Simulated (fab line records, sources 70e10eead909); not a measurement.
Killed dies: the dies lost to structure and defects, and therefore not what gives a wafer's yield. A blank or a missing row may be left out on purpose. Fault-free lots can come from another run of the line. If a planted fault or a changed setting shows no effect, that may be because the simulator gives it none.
The tool behind it: which one? -- flow nand-harc -- Sampling: 13 lots, 39 wafers, 5 of 1302 route steps

WHAT EACH GAUGE READ, for each wafer
NHARC_P_GATE_CD_MEAS_11: target cd 1640 nm.
lot,measured,on,cd-nm (nm)
L334,day 4 16:05,cd-sem-01,1639.8 1640.8 1641.4
L335,day 4 22:21,cd-sem-03,1635.7 1637.9 1637.2
L336,day 5 03:41,cd-sem-02,1640.6 1636.3 1639.8
L337,day 5 14:02,cd-sem-03,1642.8 1641.3 1642.8
L346,day 9 06:24,cd-sem-01,1641.3 1639.4 1640.3
L347,day 9 17:01,cd-sem-02,1638.7 1638.6 1640.7
L350,day 11 05:20,cd-sem-01,1641.8 1642.7 1641.6
L351,day 11 09:37,cd-sem-02,1639.4 1639.9 1640.9
L352,day 12 00:28,cd-sem-02,1642.2 1640.1 1641.7
L353,day 12 07:52,cd-sem-03,1640.1 1639.2 1641.9
L355,day 13 06:02,cd-sem-02,1641.5 1641.7 1640.8
L356,day 13 12:50,cd-sem-03,1639.9 1639.2 1640.2
L357,day 14 02:18,cd-sem-01,1640.2 1640.1 1638.9

NHARC_P_GATE_OVL_MEAS_27.
lot,measured,on,overlay-x-nm (nm),overlay-y-nm (nm)
L334,day 5 06:29,overlay-01,-0.1 -0.6 0.0,1.5 1.8 1.6
L335,day 5 13:55,overlay-02,0.4 0.2 0.6,0.1 -0.3 0.0
L336,day 5 17:55,overlay-02,-0.4 -0.5 -0.6,-0.1 -0.2 -0.5
L337,day 6 12:07,overlay-02,0.8 0.7 0.3,-1.0 -0.8 -0.4
L346,day 9 20:12,overlay-02,-0.4 -0.2 -0.6,1.4 1.3 1.3
L347,day 10 10:22,overlay-02,-0.1 -0.1 0.0,-0.9 -0.8 -0.7
L350,day 11 19:25,overlay-02,2.0 0.9 1.3,0.1 0.6 0.1
L351,day 12 02:34,overlay-01,0.6 -0.3 0.5,-0.5 -0.5 -1.0
L352,day 12 19:26,overlay-01,0.7 0.4 0.7,-0.1 -0.2 -0.5
L353,day 13 00:41,overlay-01,0.8 0.2 0.6,-0.6 -0.1 -0.7
L355,day 13 23:19,overlay-01,-0.6 -0.3 -0.6,0.2 0.6 0.4
L356,day 14 07:07,overlay-02,1.0 0.5 -0.1,0.2 0.4 0.2
L357,day 14 18:43,overlay-01,0.2 1.0 0.1,-0.3 -0.4 -0.3

NHARC_P_GATE_CD_MEAS_59: target cd 720 nm.
lot,measured,on,cd-nm (nm)
L334,day 5 20:08,cd-sem-01,717.8 720.4 718.1
L335,day 6 03:35,cd-sem-01,722.2 723.4 722.1
L336,day 6 07:40,cd-sem-01,718.4 718.4 719.7
L337,day 7 01:41,cd-sem-01,- - -
L346,day 10 09:29,cd-sem-02,721.3 719.7 719.9
L347,day 11 00:01,cd-sem-01,722.4 720.7 723.0
L350,day 12 09:40,cd-sem-03,720.4 720.9 721.4
L351,day 12 16:08,cd-sem-02,720.7 722.2 721.1
L352,day 13 09:00,cd-sem-02,721.5 721.3 721.4
L353,day 13 14:29,cd-sem-01,720.4 719.0 719.5
L355,day 14 12:49,cd-sem-01,720.3 721.8 721.1
L356,day 14 20:40,cd-sem-01,721.1 723.0 721.5
L357,day 15 08:16,cd-sem-01,718.8 720.4 718.8

TOOL THAT RAN EACH LOT (tool first, then ch and the chambers of the sampled wafers, then the start)
lot,NHARC_P_GATE_STRIP_111,NHARC_P_GATE_EXPOSE_56
L334,"plasma-asher-02 ch 0,1, day 5 18:54","krf-scanner-03 ch 0, day 5 19:59"
L335,"plasma-asher-01 ch 0,1, day 6 02:25","krf-scanner-02 ch 0, day 6 03:26"
L336,"plasma-asher-02 ch 0,1, day 6 06:34","krf-scanner-02 ch 0, day 6 07:31"
L337,"plasma-asher-02 ch 0,1, day 7 00:30","krf-scanner-03 ch 0, day 7 01:32"
L346,"plasma-asher-02 ch 0,1, day 10 08:23","krf-scanner-02 ch 0, day 10 09:20"
L347,"plasma-asher-02 ch 0,1, day 10 22:47","krf-scanner-03 ch 0, day 10 23:52"
L350,"plasma-asher-02 ch 0,1, day 12 08:32","krf-scanner-03 ch 0, day 12 09:31"
L351,"plasma-asher-02 ch 1, day 12 15:02","krf-scanner-03 ch 0, day 12 15:59"
L352,"plasma-asher-02 ch 0,1, day 13 07:49","krf-scanner-02 ch 0, day 13 08:51"
L353,"plasma-asher-02 ch 0,1, day 13 13:16","krf-scanner-03 ch 0, day 13 14:20"
L355,"plasma-asher-02 ch 0, day 14 11:35","krf-scanner-04 ch 0, day 14 12:40"
L356,"plasma-asher-01 ch 0,1, day 14 19:33","krf-scanner-04 ch 0, day 14 20:30"
L357,"plasma-asher-02 ch 0,1, day 15 07:02","krf-scanner-03 ch 0, day 15 08:07"
- NHARC_P_GATE_STRIP_111: strips in N2/H2, time 250 s.
- NHARC_P_GATE_EXPOSE_56: exposes mask P PSD, target cd 720 nm.

WHAT THE TOOLS THEMSELVES READ (means of the sampled wafers that have a number; where no wafer has one, the mark that the record gives instead)
NHARC_P_GATE_STRIP_111.
lot,tool,drypump-motor-current-A (A),heater-power-w (W)
L334,plasma-asher-02,6.1,100
L335,plasma-asher-01,6.0,84
L336,plasma-asher-02,5.9,95
L337,plasma-asher-02,5.9,95
L346,plasma-asher-02,6.0,99
L347,plasma-asher-02,5.9,96
L350,plasma-asher-02,5.9,94
L351,plasma-asher-02,5.7,91
L352,plasma-asher-02,5.9,96
L353,plasma-asher-02,6.0,101
L355,plasma-asher-02,6.2,105
L356,plasma-asher-01,6.0,82
L357,plasma-asher-02,6.0,99

NHARC_P_GATE_EXPOSE_56.
lot,tool,focus-offset-nm (nm)
L334,krf-scanner-03,0.0
L335,krf-scanner-02,-0.3
L336,krf-scanner-02,0.0
L337,krf-scanner-03,0.4
L346,krf-scanner-02,-0.1
L347,krf-scanner-03,-0.0
L350,krf-scanner-03,0.1
L351,krf-scanner-03,0.2
L352,krf-scanner-02,0.2
L353,krf-scanner-03,0.0
L355,krf-scanner-04,-0.3
L356,krf-scanner-04,0.0
L357,krf-scanner-03,0.3

THE ANSWER, worked out from the rows above alone
Rule: what is usual is taken from the lots themselves. The widest of any qualifying gaps counts: lots, ordered by their means at a reading, are off when they make up no more than a third of the lots, leave a main group of 4 or more, and stand apart from it by 3 or more times the standard deviation of that group's means. A main group whose means are all the same, to the digits that the tables above print for the reading, isn't used. A lot without any number at a reading at which 4 lots or more have one is off too. The other lots that the step has rows for count as sound. First the gauges in route order, then the tools' own readings, where a lot's mean is used as printed above. The first step at which some lot is off is used, and at that step the reading that is off furthest; a lot without a number counts as furthest.
Off, at NHARC_P_GATE_CD_MEAS_59 on cd-nm: L337. Without a number there: L337. The main group has a mean of 720.7 nm with a standard deviation of 1.2.
A tool fits if, at a process step before that reading, it ran every lot that is off, and no sound lot after the first of them. Gauges at NHARC_P_GATE_CD_MEAS_59: tried the same way as those tools. None of those tried fits.

WHAT THE SIMULATOR HAD INSERTED
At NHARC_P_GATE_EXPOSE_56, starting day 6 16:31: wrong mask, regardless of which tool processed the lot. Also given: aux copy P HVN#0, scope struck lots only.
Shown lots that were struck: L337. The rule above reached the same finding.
